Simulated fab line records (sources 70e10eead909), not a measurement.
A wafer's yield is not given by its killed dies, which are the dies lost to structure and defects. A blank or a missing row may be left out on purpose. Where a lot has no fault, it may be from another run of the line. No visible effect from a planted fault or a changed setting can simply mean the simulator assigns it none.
fab line records -- flow nandHarc
record: lots: 6, wafers: 18, lastDay: 31
route steps=1302 shown A_CHANNEL_HOLE_D2@591 END@1302
lots that met no fault: taken from a fault-free run of the same line
startH: hours from the record's first day to the start of the lot's first wafer shown -- waitH: hours elapsed since this lot's preceding step -- " as in the row above -- L1.1+2: a row that stands for several wafers -- - value missing, or start not given -- * or withheld: withheld -- < > ~ a bound
route shown NAME@n: NAME is a module with steps in the file, n the number in the route of the first one -- usual: average and standard deviation across the fault-free wafers -- same: alike in all rows -- chamber/n: place in a boat -- sites: readings site by site -- _std_site: their standard deviation -- _edge_site: mean of outer sites minus mean of inner sites -- radiusMm: how far each site lies from the wafer's centre -- mask NAME#n: copy n -- behind: tool/chamber where the wafer was last shaped -- hold: why the lot went on hold/how many hours it stayed there/how the hold came to an end -- device: transistor that didn't switch, given as n, p or np -- end of line: the route-end tests of the same wafers -- a step without rows: its recipe alone -- killed: dies that structure and defects cost at the first sort, which is not the same as the wafer's yield -- map: shows each die of a wafer: x if killed, . if not, _ if none is there
set.NAME: setting as actually run; set.NAME@STEP: the setting as run at that earlier step -- model.NAME: the simulator's own value behind a step, which no gauge read
lots at selected steps of the route; one table per step, one row per wafer
services: a tool's chamber out of use, with start hour (startH, from the record's first day; less than 0 if before it), hours out, and reason
== steps ==
step: NHARC_A_CHANNEL_HOLE_D2_ETCH_19
recipe: biasV: 1200, sourceW: 2500, pressureMtorr: 15, timeS: 34.5, arFlowSccm: 375, c4f8FlowSccm: 28.8, o2FlowSccm: 96.2, tempC: -20, targetDepthA: *, chemistry: C4F8/O2/Ar
step: NHARC_A_CHANNEL_HOLE_D2_ETCH_20
recipe: biasV: 3000, sourceW: withheld, pressureMtorr: 20, timeS: 361.9, arFlowSccm: 375, c4f8FlowSccm: 89.3, o2FlowSccm: 35.7, tempC: -20, targetDepthA: 16000, chemistry: C4F8/O2/Ar
step: NHARC_A_CHANNEL_HOLE_D2_ETCH_21
recipe: biasV: 3000, sourceW: withheld, pressureMtorr: 20, timeS: 514.3, arFlowSccm: 375, c4f8FlowSccm: 89.3, o2FlowSccm: 35.7, tempC: -20, targetDepthA: 16000, chemistry: C4F8/O2/Ar
usual: drypumpMotorCurrentA: 5.5/0.34, mfcArSccm: 374.9/1.2, runLengthS: 499.9/2.9, showerheadPlenumPTorr: 3.69/0.11, throttleValvePct: 32.154/0.009
lot.wafer,tool,chamber,startH,waitH,drypumpMotorCurrentA,mfcArSccm,rfHoursCounterH,runLengthS,showerheadPlenumPTorr,throttleValvePct
L786.2,harEtch-01,0,342.33,0.3,5.5,378.7,179,499.3,3.69,32.166
L786.4,harEtch-01,0,342.33,0.3,5.5,376.5,-,499.3,3.69,32.141
L786.6,harEtch-01,0,342.33,0.3,5.5,377.7,-,499.3,3.69,32.148
L791.1,harEtch-01,0,389.28,0.3,5.5,374.5,210,499.3,3.67,32.157
L791.4,harEtch-01,1,389.28,0.3,5.7,372.6,-,499.3,3.67,32.162
L791.5,harEtch-01,1,389.28,0.3,5.7,373.8,-,499.3,3.67,32.165
L793.1,harEtch-01,1,406.91,0.3,5.8,375.7,225,499.3,3.66,32.145
L793.4,harEtch-01,1,406.91,0.3,5.8,374.9,-,499.3,3.66,32.164
L793.5,harEtch-01,1,406.91,0.3,5.8,375.0,-,499.3,3.66,32.144
L792.2,harEtch-02,1,407.62,0.3,4.9,373.4,0,499.3,3.93,32.155
L792.3,harEtch-02,1,407.62,0.3,4.9,372.3,-,499.3,3.93,32.164
L792.4,harEtch-02,0,407.62,0.3,5.8,375.3,-,499.3,3.70,32.149
L799.2,harEtch-02,1,462.19,0.3,4.9,376.3,35,499.3,3.91,32.150
L799.3,harEtch-02,1,462.19,0.3,4.9,374.5,-,499.3,3.91,32.157
L799.6,harEtch-02,0,462.19,0.3,5.8,376.4,-,499.3,3.68,32.138
L800.3,harEtch-01,0,468.74,0.3,5.5,376.9,-,499.3,3.64,32.140
L800.5,harEtch-01,1,468.74,0.3,5.8,375.3,-,499.3,3.64,32.152
L800.6,harEtch-01,0,468.74,0.3,5.5,375.9,-,499.3,3.64,32.153
step: NHARC_A_CHANNEL_HOLE_D2_ETCH_22
recipe: biasV: 3000, sourceW: withheld, pressureMtorr: 20, timeS: 666.7, arFlowSccm: 375, c4f8FlowSccm: 89.3, o2FlowSccm: 35.7, tempC: -20, targetDepthA: 16000, chemistry: C4F8/O2/Ar
step: NHARC_A_CHANNEL_HOLE_D2_ETCH_23
recipe: biasV: 5000, sourceW: withheld, pressureMtorr: 20, timeS: 819, arFlowSccm: 375, c4f8FlowSccm: 89.3, o2FlowSccm: 35.7, tempC: -20, targetDepthA: 16000, chemistry: C4F8/O2/Ar
usual: drypumpMotorCurrentA: 5.5/0.34, mfcArSccm: 375.1/1.2, runLengthS: 805/3.3, showerheadPlenumPTorr: 3.69/0.11, throttleValvePct: 32.155/0.0095
lot.wafer,tool,chamber,startH,waitH,drypumpMotorCurrentA,mfcArSccm,rfHoursCounterH,runLengthS,showerheadPlenumPTorr,throttleValvePct
L786.2,harEtch-01,0,343.39,0.5,5.5,377.1,180,804,3.69,32.171
L786.4,harEtch-01,0,343.39,0.5,5.5,377.3,-,804,3.69,32.157
L786.6,harEtch-01,0,343.39,0.5,5.5,376.0,-,804,3.69,32.170
L791.1,harEtch-01,0,390.33,0.5,5.5,374.1,211,804,3.67,32.139
L791.4,harEtch-01,1,390.33,0.5,5.8,375.1,-,804,3.67,32.163
L791.5,harEtch-01,1,390.33,0.5,5.8,376.1,-,804,3.67,32.143
L793.1,harEtch-01,1,407.93,0.5,5.8,376.2,226,804,3.66,32.144
L793.4,harEtch-01,1,407.93,0.5,5.7,377.3,-,804,3.66,32.153
L793.5,harEtch-01,1,407.93,0.5,5.7,376.7,-,804,3.66,32.150
L792.2,harEtch-02,1,408.63,0.5,4.9,375.4,1,804,3.93,32.152
L792.3,harEtch-02,1,408.63,0.5,4.9,372.8,-,804,3.93,32.154
L792.4,harEtch-02,0,408.63,0.5,5.8,376.5,-,804,3.70,32.156
L799.2,harEtch-02,1,463.25,0.5,4.9,376.7,36,804,3.91,32.166
L799.3,harEtch-02,1,463.25,0.5,4.9,374.0,-,804,3.91,32.162
L799.6,harEtch-02,0,463.25,0.5,5.8,379.5,-,804,3.68,32.155
L800.3,harEtch-01,0,469.88,0.5,5.5,375.3,-,804,3.64,32.145
L800.5,harEtch-01,1,469.88,0.5,5.8,374.7,-,804,3.64,32.151
L800.6,harEtch-01,0,469.88,0.5,5.5,374.7,-,804,3.64,32.154
step: NHARC_A_CHANNEL_HOLE_D2_ETCH_24
recipe: biasV: 5000, sourceW: withheld, pressureMtorr: 20, timeS: 906.2, arFlowSccm: 375, c4f8FlowSccm: 93.8, o2FlowSccm: 31.2, tempC: -20, targetDepthA: 15000, chemistry: C4F8/O2/Ar
usual: drypumpMotorCurrentA: 5.5/0.34, mfcArSccm: 375.3/1.1, runLengthS: 891.8/2.7, showerheadPlenumPTorr: 3.69/0.11, throttleValvePct: 32.235/0.0094
lot.wafer,tool,chamber,startH,waitH,drypumpMotorCurrentA,mfcArSccm,rfHoursCounterH,runLengthS,showerheadPlenumPTorr,throttleValvePct
L786.2,harEtch-01,0,344.10,0.6,5.5,376.2,181,891.2,3.68,32.229
L786.4,harEtch-01,0,344.10,0.6,5.5,376.2,-,891.2,3.68,32.240
L786.6,harEtch-01,0,344.10,0.6,5.5,376.9,-,891.2,3.68,32.234
L791.1,harEtch-01,0,391.04,0.6,5.5,374.6,211,891.2,3.66,32.245
L791.4,harEtch-01,1,391.04,0.6,5.8,376.6,-,891.2,3.66,32.237
L791.5,harEtch-01,1,391.04,0.6,5.8,376.1,-,891.2,3.66,32.238
L793.1,harEtch-01,1,408.63,0.6,5.7,376.4,227,891.2,3.66,32.239
L793.4,harEtch-01,1,408.63,0.6,5.7,375.7,-,891.2,3.66,32.224
L793.5,harEtch-01,1,408.63,0.6,5.8,376.0,-,891.2,3.66,32.234
L792.2,harEtch-02,1,409.33,0.6,4.9,375.9,2,891.2,3.93,32.255
L792.3,harEtch-02,1,409.33,0.6,4.9,375.2,-,891.2,3.93,32.230
L792.4,harEtch-02,0,409.33,0.6,5.8,375.1,-,891.2,3.69,32.232
L799.2,harEtch-02,1,463.95,0.6,4.9,374.9,36,891.2,3.91,32.219
L799.3,harEtch-02,1,463.95,0.6,4.9,376.5,-,891.2,3.91,32.235
L799.6,harEtch-02,0,463.95,0.6,5.8,374.4,-,891.2,3.68,32.236
L800.3,harEtch-01,0,470.62,0.6,5.5,373.4,-,891.2,3.63,32.240
L800.5,harEtch-01,1,470.62,0.6,5.7,375.8,-,891.2,3.63,32.228
L800.6,harEtch-01,0,470.62,0.6,5.5,376.4,-,891.2,3.63,32.245
step: NHARC_A_CHANNEL_HOLE_D2_ETCH_25
recipe: biasV: 5000, sourceW: withheld, pressureMtorr: 20, timeS: 1040.2, arFlowSccm: 375, c4f8FlowSccm: 93.8, o2FlowSccm: 31.2, tempC: -20, targetDepthA: 15000, chemistry: C4F8/O2/Ar
usual: drypumpMotorCurrentA: 5.5/0.34, mfcArSccm: 375.0/1, runLengthS: 1025.6/2.1, showerheadPlenumPTorr: 3.69/0.11, throttleValvePct: 32.234/0.0087
lot.wafer,tool,chamber,startH,waitH,drypumpMotorCurrentA,mfcArSccm,rfHoursCounterH,runLengthS,showerheadPlenumPTorr,throttleValvePct
L786.2,harEtch-01,0,344.88,0.7,5.5,374.8,182,1025.2,3.68,32.244
L786.4,harEtch-01,0,344.88,0.7,5.5,374.6,-,1025.2,3.68,32.236
L786.6,harEtch-01,0,344.88,0.7,5.4,375.5,-,1025.2,3.68,32.245
L791.1,harEtch-01,0,391.83,0.7,5.5,373.5,212,1025.2,3.66,32.235
L791.4,harEtch-01,1,391.83,0.7,5.7,374.6,-,1025.2,3.66,32.228
L791.5,harEtch-01,1,391.83,0.7,5.8,375.2,-,1025.2,3.66,32.230
L793.1,harEtch-01,1,409.40,0.6,5.7,377.4,227,1025.2,3.66,32.244
L793.4,harEtch-01,1,409.40,0.6,5.7,376.0,-,1025.2,3.66,32.228
L793.5,harEtch-01,1,409.40,0.6,5.8,377.5,-,1025.2,3.66,32.235
L792.2,harEtch-02,1,410.08,0.6,4.9,375.8,3,1025.2,3.93,32.247
L792.3,harEtch-02,1,410.08,0.6,4.9,375.0,-,1025.2,3.93,32.249
L792.4,harEtch-02,0,410.08,0.6,5.8,375.9,-,1025.2,3.69,32.230
L799.2,harEtch-02,1,464.74,0.7,4.9,374.9,37,1025.2,3.91,32.249
L799.3,harEtch-02,1,464.74,0.7,4.9,372.7,-,1025.2,3.91,32.215
L799.6,harEtch-02,0,464.74,0.7,5.8,373.5,-,1025.2,3.68,32.242
L800.3,harEtch-01,0,471.44,0.7,5.5,373.9,-,1025.2,3.63,32.246
L800.5,harEtch-01,1,471.44,0.7,5.8,376.0,-,1025.2,3.63,32.246
L800.6,harEtch-01,0,471.44,0.7,5.5,375.4,-,1025.2,3.63,32.233
step: NHARC_A_CHANNEL_HOLE_D2_ETCH_26
recipe: biasV: 300, sourceW: 2000, pressureMtorr: 30, timeS: 224.1, arFlowSccm: 375, c4f8FlowSccm: 11.4, o2FlowSccm: 113.6, tempC: -20, targetDepthA: 3000, chemistry: C4F8/O2/Ar
step: NHARC_A_CHANNEL_HOLE_D2_ETCH_27
recipe: biasV: 400, sourceW: 2000, pressureMtorr: 25, timeS: 90, arFlowSccm: 375, c4f8FlowSccm: 41.7, o2FlowSccm: 83.3, tempC: -20, targetDepthA: 4000, chemistry: C4F8/O2/Ar
step: NHARC_A_CHANNEL_HOLE_D2_STRIP_41
recipe: n2FlowSccm: 150, h2FlowSccm: 150, arFlowSccm: 0, biasW: 0, chemistry: N2/H2
step: NHARC_A_CHANNEL_HOLE_D2_STRIP_42
recipe: cf4FlowSccm: 100, chf3FlowSccm: 30, arFlowSccm: 0, biasW: 0, chemistry: CF4/CHF3
step: NHARC_A_CHANNEL_HOLE_D2_STRIP_43
recipe: o2FlowSccm: 400, cosFlowSccm: 20, arFlowSccm: 0, biasW: 0, chemistry: O2/COS
step: NHARC_A_CHANNEL_HOLE_D2_ETCH_44
recipe: targetDepthA: 1400, overetchA: 140, timeS: 77, ionEnergyEv: 100, cf4FlowSccm: 80, o2FlowSccm: 20, arFlowSccm: 0, rfW: 300, biasW: 100, chemistry: CF4/O2
usual: drypumpMotorCurrentA: 5.7/0.53, mfcArSccm: 0.007/0.013, oes_f_703_au: 1.000/0.0041, oesProductAu: 1.003/0.015, rfVppV: 197.8/1.2, runLengthS: 98.4/0.52, showerheadPlenumPTorr: 1.33/0.047, throttleValvePct: 13.397/0.011
lot.wafer,tool,chamber,startH,waitH,drypumpMotorCurrentA,mfcArSccm,oes_f_703_au,oesProductAu,rfHoursCounterH,rfVppV,runLengthS,showerheadPlenumPTorr,throttleValvePct
L786.4,rieDiel-12,0,346.57,0.1,6.7,0,1.006,0.980,3.5,197.9,98.1,1.29,13.402
L786.2,rieDiel-12,3,346.57,0.1,5.3,0,0.999,1.003,2.0,198.7,99.2,1.40,13.409
L786.6,rieDiel-12,1,346.57,0.1,5.0,0,1.000,0.999,-,196.4,97.9,1.27,13.408
L791.1,rieDiel-09,3,393.57,0.1,5.5,0.011,0.996,1.003,5.9,200.0,98.4,1.38,13.376
L791.5,rieDiel-09,0,393.57,0.1,5.5,0,1.002,0.999,-,198.0,98.7,1.29,13.401
L791.4,rieDiel-09,2,393.57,0.1,5.8,0,0.998,1.017,-,197.0,97.8,1.32,13.388
L793.1,rieDiel-12,3,411.25,0.1,5.3,0,0.996,0.978,5.0,200.3,99.0,1.40,13.408
L793.4,rieDiel-12,1,411.25,0.1,5.0,0,0.997,0.986,5.5,196.5,97.6,1.27,13.386
L793.5,rieDiel-12,3,411.25,0.1,5.3,0,0.997,0.995,-,199.0,99.1,1.40,13.409
L792.4,rieDiel-09,1,411.91,0.1,5.4,0.006,1.002,1.039,0.7,198.6,98.3,1.35,13.401
L792.3,rieDiel-09,2,411.91,0.1,5.8,0,1.000,1.035,6.9,197.0,98.1,1.32,13.387
L792.2,rieDiel-09,0,411.91,0.1,5.5,0,0.998,1.009,5.4,197.3,98.6,1.29,13.415
L799.2,rieDiel-12,0,466.43,0.1,6.7,0,0.999,0.996,1.0,196.3,92.4,1.29,13.410
L799.3,rieDiel-12,2,466.43,0.1,5.8,0.038,1.004,0.980,0.9,198.1,98.4,1.37,13.405
L799.6,rieDiel-12,3,466.43,0.1,5.2,0,1.000,0.993,-,197.6,94.0,1.40,13.392
L800.3,rieDiel-12,2,472.86,0.1,5.8,0.038,1.004,1.005,1.1,199.0,98.4,1.37,13.403
L800.5,rieDiel-12,3,472.86,0.1,5.3,0,0.996,1.007,-,198.7,99.2,1.40,13.431
L800.6,rieDiel-12,0,472.86,0.1,6.7,0,1.002,0.990,-,196.4,92.5,1.29,13.378
step: NHARC_A_CHANNEL_HOLE_D2_STRIP_28
recipe: o2FlowSccm: 500, arFlowSccm: 0, biasW: 0, chemistry: O2
usual: drypumpMotorCurrentA: 5.7/0.55, mfcArSccm: 0.007/0.013, oesProductAu: 1.002/0.013, rfVppV: 57.8/0.86, showerheadPlenumPTorr: 3.52/0.12, throttleValvePct: 17.037/0.0098
lot.wafer,tool,chamber,startH,waitH,drypumpMotorCurrentA,mfcArSccm,oesProductAu,rfHoursCounterH,rfVppV,showerheadPlenumPTorr,throttleValvePct
L786.4,rieDiel-12,3,-,-,5.3,0,0.995,2.0,57.2,3.70,17.024
L786.2,rieDiel-12,1,-,-,5.1,0,0.993,3.6,58.9,3.36,17.052
L786.6,rieDiel-12,3,-,-,5.3,0,1.010,-,57.9,3.70,17.030
L791.1,rieDiel-09,2,-,-,5.8,0,1.021,5.9,58.6,3.50,17.043
L791.4,rieDiel-09,3,-,-,5.5,0.011,1.006,-,58.6,3.64,17.042
L791.5,rieDiel-09,2,-,-,5.8,0,1.028,-,56.5,3.50,17.043
L793.4,rieDiel-12,2,-,-,5.9,0.038,0.992,4.4,59.9,3.61,17.049
L793.1,rieDiel-12,3,-,-,5.3,0,0.987,5.1,57.7,3.70,17.032
L793.5,rieDiel-12,0,-,-,6.7,0,0.984,-,56.2,3.41,17.045
L792.3,rieDiel-09,0,-,-,5.5,0,1.009,5.4,58.6,3.41,17.037
L792.4,rieDiel-09,2,-,-,5.8,0,1.035,6.9,58.1,3.50,17.029
L792.2,rieDiel-09,3,-,-,5.5,0.011,1.000,7.1,57.8,3.64,17.038
L799.2,rieDiel-12,3,-,-,5.3,0,0.994,1.0,57.2,3.70,17.049
L799.3,rieDiel-12,2,-,-,5.8,0.038,0.988,1.0,59.1,3.61,17.054
L799.6,rieDiel-12,3,-,-,5.3,0,1.006,-,58.0,3.70,17.046
L800.3,rieDiel-12,3,-,-,5.3,0,1.014,1.3,58.0,3.70,17.041
L800.6,rieDiel-12,3,-,-,5.3,0,1.010,-,59.4,3.70,17.034
L800.5,rieDiel-12,0,-,-,6.7,0,0.996,-,58.3,3.41,17.039
step: NHARC_END_SORT_01
recipe: tempC: 25
usual: killedAtArray: 59/20, killedAtOther: 0.8/1.1, killedAtPeriphery: 5/3.1, killedDies: 64/21, killedOpen: 3.4/1.9, killedShort: 2.3/1.7
same: grossDies: 677
lot.wafer,tool,chamber,startH,waitH,killedAtArray,killedAtOther,killedAtPeriphery,killedDies,killedOpen,killedShort
L793.1,prober-02,0,674.49,2.5,36,1,4,41,2,3
L793.4,prober-02,0,676.91,3.4,39,0,3,42,4,8
L793.5,prober-02,0,677.72,3.7,42,1,2,45,5,4
L792.3,prober-01,0,676.06,3.1,69,3,2,74,5,4
L792.4,prober-01,0,676.85,3.4,80,0,3,83,4,1
L799.2,prober-01,0,738.91,2.8,207,0,4,211,6,4
L799.6,prober-01,0,742.14,4.0,189,0,1,190,2,3
L800.3,prober-02,0,747.42,3.1,52,1,10,63,5,4
L800.5,prober-02,0,749.01,3.7,81,2,10,93,2,3
L800.6,prober-02,0,749.80,4.0,207,2,10,219,5,1
killed by level:class
L793.1 A_CHANNEL_HOLE_D2:chamberFilmFlake=20 A_CHANNEL_HOLE_D1:chamberFilmFlake=5 P_ZERO_WELL:chamberFilmFlake=2 A_STAIRCASE:chamberFilmFlake=2 A_SLIT:chamberFilmFlake=2 P_M0:geometricParticle:short=1 A_CHANNEL_FILL_D1:geometricParticle:open=1 A_WL_FILL:geometricParticle:short=1
L792.3 A_CHANNEL_HOLE_D1:chamberFilmFlake=33 A_SLIT:chamberFilmFlake=19 A_CONTACT:chamberFilmFlake=4 P_M0:geometricParticle:open=2 A_SGD_CUT:geometricParticle:short=2 A_CHANNEL_HOLE_D2:chamberFilmFlake=2 A_M1:chamberFilmFlake=2 THIN_TSV:chamberFilmFlake=2
L792.4 A_CHANNEL_HOLE_D1:chamberFilmFlake=35 A_SLIT:chamberFilmFlake=32 A_CHANNEL_FILL_D2:chamberFilmFlake=2 A_STAIRCASE:chamberFilmFlake=2 A_CONTACT:chamberFilmFlake=2 A_M1:chamberFilmFlake=2 P_CONTACT:geometricParticle:open=1 P_M0:geometricParticle:short=1
L793.4 A_CHANNEL_HOLE_D2:chamberFilmFlake=13 A_CHANNEL_HOLE_D1:chamberFilmFlake=5 A_M1:chamberFilmFlake=4 A_STAIRCASE:chamberFilmFlake=3 A_WL_FILL:geometricParticle:short=2 A_SLIT:chamberFilmFlake=2 P_CONTACT:geometricParticle:open=1 P_CONTACT:geometricParticle:short=1
L793.5 A_CHANNEL_HOLE_D2:chamberFilmFlake=22 A_CHANNEL_FILL_D2:chamberFilmFlake=3 A_STAIRCASE:chamberFilmFlake=3 A_SLIT:chamberFilmFlake=3 A_M1:chamberFilmFlake=3 P_CONTACT:geometricParticle:open=1 P_M0:geometricParticle:open=1 A_CHANNEL_FILL_D1:geometricParticle:short=1
L799.2 A_CHANNEL_HOLE_D2:areaEtch=133 A_CHANNEL_HOLE_D1:chamberFilmFlake=33 A_STAIRCASE:chamberFilmFlake=15 A_CONTACT:chamberFilmFlake=7 A_CHANNEL_HOLE_D2:chamberFilmFlake=6 A_SLIT:chamberFilmFlake=5 P_CONTACT:geometricParticle:open=2 A_ONON_D1:geometricParticle:short=2
L799.6 A_CHANNEL_HOLE_D2:areaEtch=127 A_CHANNEL_HOLE_D1:chamberFilmFlake=35 A_STAIRCASE:chamberFilmFlake=9 A_SLIT:chamberFilmFlake=4 A_CHANNEL_HOLE_D2:chamberFilmFlake=3 A_CONTACT:chamberFilmFlake=3 A_ONON_D1:geometricParticle:short=2 A_BLC:chamberFilmFlake=2
L800.3 A_SLIT:chamberFilmFlake=16 A_CHANNEL_HOLE_D2:chamberFilmFlake=13 A_CHANNEL_FILL_D1:chamberFilmFlake=6 P_M0:chamberFilmFlake=4 A_WL_FILL:chamberFilmFlake=3 A_ONON_D1:geometricParticle:open=2 P_STI:chamberFilmFlake=2 P_GATE:chamberFilmFlake=2
L800.5 A_CHANNEL_HOLE_D2:chamberFilmFlake=31 A_SLIT:chamberFilmFlake=26 A_CHANNEL_HOLE_D1:chamberFilmFlake=6 P_CONTACT:chamberFilmFlake=4 P_M0:chamberFilmFlake=4 A_STAIRCASE:chamberFilmFlake=4 A_CONTACT:chamberFilmFlake=4 A_CHANNEL_FILL_D1:chamberFilmFlake=3
L800.6 A_CHANNEL_HOLE_D2:areaEtch=121 A_SLIT:chamberFilmFlake=33 A_CHANNEL_HOLE_D2:chamberFilmFlake=18 A_CHANNEL_HOLE_D1:chamberFilmFlake=8 A_STAIRCASE:chamberFilmFlake=6 A_WL_FILL:chamberFilmFlake=6 P_CONTACT:chamberFilmFlake=5 A_CONTACT:chamberFilmFlake=4
map L799.2 (x killed, . not)
____________x____________
_________xxxxxx._________
_______xxx.x.xxx.._______
______xxxxx..x..xxx______
_____xxx.xxx...x.x.x_____
____xxxx..x.x.x...x.x____
____x.xxx.x..x...xx..____
___xxx..x........x.x..___
___xx.........xx..x...___
__xx.....x..x.......x.x__
__.xx....x.....x.x.xx..__
_xxx.x.x......x.x......x_
_x..x.x................x_
_x....x..........x......_
_.xxxx................xx_
_xx.x..................._
xxx.....x.........x.x....
x.x.x.x.xx.............x.
xx...xx.x.......x.....xx.
xxxx....xx.............x.
x...x.............x.....x
_......................._
_xxx...................._
_x......................_
_xx...........x.....x..._
_x......................_
__xxx...........x.....x__
__xxx...x.....x.......x__
___x........xx..x.....___
___xx....xx..x...x..x.___
____.xxx.xxxx....x.xx____
____xx..xxxxxxx..x..x____
_____xx...xxxx....xx_____
______xxxxxxx.....x______
_______.xxxxx..xx._______
_________xxxx.xx_________
____________x____________
map L800.6 (x killed, . not)
____________x____________
_________xxxxxxx_________
_______xxx.xxxxxxx_______
______xxxx..xx.xxxx______
_____.x.x....xxxxxxx_____
____xxxx..xxxxxxxx.xx____
____xxxx.x...x..xx.x.____
___x.xxx.........x.xxx___
___xxxxxx...x......x..___
__.xxxxx..x.......xxx.x__
__xxxxx........x..xx.xx__
_xxxxxxx.x........x..x.x_
_xx..xxxxx........x..x.x_
_x.xx..x.............x.._
_x..x..x..............xx_
_.......x.....x....x...x_
xxxx..........x.....x....
.x..x..............x....x
.x.x.................x.xx
xxx...x.................x
xxx.x.x.x...xx...x.....x.
_.x....................x_
_..x......x.......x.x.x._
_xx.....x...x.........xx_
_x.x.........x....x...x._
_xx..x.x..............x._
__.x.x.................__
__.x.x.........x.......__
___...x.............x.___
___xx.x......x.......x___
____x.x...x.........x____
____x..x...x......x..____
_____x..x....x..xxxx_____
______.xx......x..x______
_______..x.....x.x_______
_________......x_________
____________.____________
== services ==
tool,chamber,startH,hours,kind
rieDiel-09,-,320.36,9.0,pm
rieDiel-12,2,321.12,15.3,repair
rieDiel-12,3,324.38,10.3,repair
rieDiel-12,0,326.40,-,clean
rieDiel-12,1,326.40,-,clean
harEtch-02,1,326.51,-,consumableReplace:focusRing
harEtch-02,1,326.51,17.0,scheduledDown
harEtch-02,1,326.51,17.0,ventCycle
rieDiel-09,2,334.73,1.9,repair
rieDiel-12,0,350.90,-,clean
rieDiel-12,1,350.90,-,clean
rieDiel-12,2,350.90,-,clean
rieDiel-12,3,350.90,-,clean
rieDiel-09,0,363.43,3.4,repair
rieDiel-12,-,366.98,0.2,repair
rieDiel-12,0,375.40,-,clean
rieDiel-12,1,375.40,-,clean
rieDiel-12,2,375.40,-,clean
rieDiel-12,3,375.40,-,clean
rieDiel-09,0,385.19,4.8,repair
harEtch-02,-,390.19,17.0,pm
rieDiel-09,3,428.32,1.3,repair
rieDiel-12,0,429.01,3.2,repair
rieDiel-12,-,445.40,9.0,pm
== key ==
firstSign: step: NHARC_A_CHANNEL_HOLE_D2_ETCH_44, reading: runLengthS, direction: down, sigmas: 11, usual: *, struck: *
effect: step: NHARC_END_SORT_01, reading: killedAtArray, direction: up, sigmas: 7.3, usual: 59, struck: 201
moreKillsBornAt: NHARC_A_CHANNEL_HOLE_D2_ETCH_44@rieDiel-12: 381
metAt NHARC_A_CHANNEL_HOLE_D2_ETCH_44
struckWafers L799.2,L799.6,L800.6
testerLeftOut L799,L800
onsetBetween 411.25 466.43
fault: kind: processParameterDrift, tool: rieDiel-12, chamber: -, onsetH: 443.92, steps: NHARC_A_CHANNEL_HOLE_D2_ETCH_44, channel: timeS, offset: *, shape: step, endH: 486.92, scope: struckWafersOnly, actsIn: *, stated: *
testerLeftOut: of these lots the tester's yield and bins aren't shown, on N5 and GAA mostly nor the transistor test; their killed dies are dies lost to structure and defects alone, not to doping, threshold or leakage, so they don't give the yield
